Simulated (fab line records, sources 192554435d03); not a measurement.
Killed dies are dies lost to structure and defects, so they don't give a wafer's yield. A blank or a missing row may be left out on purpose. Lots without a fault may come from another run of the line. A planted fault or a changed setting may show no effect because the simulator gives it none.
Chamber matching | flow n5_finfet | N5_BEOL_M9_CURE_71 on uv_cure-02: 3 sister chambers
The step cures SiCOH lowk, time 240 s. 3 wafers are shown with their chamber, then 6 later ones without.

WAFERS WITH THEIR CHAMBER
wafer  | chamber | wafer_temp_C_max
L081.6 | 0       | 386.4
L083.4 | 2       | 387.2
L090.6 | 1       | 387.7

WAFERS WITHOUT THEIR CHAMBER
wafer  | wafer_temp_C_max
L094.2 | 387.5
L094.3 | 386.4
L094.4 | 386.6
L096.2 | 387.7
L096.3 | 387.1
L096.6 | 387.6

WHICH CHAMBER EACH WENT THROUGH
wafer  | from the rows above     | in truth
L094.2 | can't be placed: 1 or 2 | 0
L094.3 | 0                       | 0
L094.4 | 0                       | 0
L096.2 | 1                       | 1
L096.3 | 2                       | 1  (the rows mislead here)
L096.6 | 1                       | 1
Placed correctly: 4 of 6. Can't be placed from these rows: 1 (the true chamber is among the candidates in 0). Placed wrongly: 1.
How it was worked out, from the rows above alone: a wafer's distance from a chamber is the root of the sum, over the readings, of the square of ((its reading less the chamber's mean) divided by the reading's scatter). The wafer belongs to the nearest chamber; if the next one is less than 2 further off, it can't be placed. A chamber's mean is the mean of its shown wafers. The scatter: with one shown wafer a chamber, the root of the mean of the squares of how far each hidden wafer lies from its nearest shown one.
